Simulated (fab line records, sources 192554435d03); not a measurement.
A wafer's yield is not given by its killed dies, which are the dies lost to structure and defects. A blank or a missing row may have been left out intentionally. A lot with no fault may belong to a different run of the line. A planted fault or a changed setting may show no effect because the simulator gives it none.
Matching of chambers | flow n5Finfet | rieDiel-04 running N5_SD_EPI_P_ETCH_16: 4 sister chambers
The step etches SiO2 in CHF3/O2, target depth 5 nm. 4 wafers are shown with their chamber, then 7 later ones without.

## EACH WAFER AND ITS CHAMBER
wafer  | chamber | drypumpMotorCurrentA (A)
L089.3 | 0       | 5.3
L089.6 | 3       | 5.0
L090.1 | 1       | 6.1
L090.4 | 2       | 4.9

## WAFERS MISSING THEIR CHAMBER
wafer  | drypumpMotorCurrentA (A)
L090.6 | 4.9
L095.1 | 5.0
L095.3 | 5.3
L095.4 | 4.9
L096.4 | 4.9
L096.5 | 5.0
L096.6 | 5.2

## EACH ONE'S CHAMBER
wafer  | from the rows above | in truth
L090.6 | 2                   | 2
L095.1 | 3                   | 3
L095.3 | 0                   | 0
L095.4 | 2                   | 2
L096.4 | 2                   | 2
L096.5 | 3                   | 3
L096.6 | 0                   | 0
Placed correctly: 7 of 7. Not placeable from these rows: 0. 0 placed wrongly.
How it was worked out, from the rows above alone: a wafer's distance from a chamber is the root of the sum, over the readings, of the square of ((its reading less the chamber's mean) divided by the reading's scatter). The wafer belongs to the nearest chamber; if the next one is less than 2 further off, it can't be placed. A chamber's mean is the mean of its shown wafers. The scatter: root of mean squared gap, hidden wafer to nearest shown wafer, with one shown wafer a chamber.
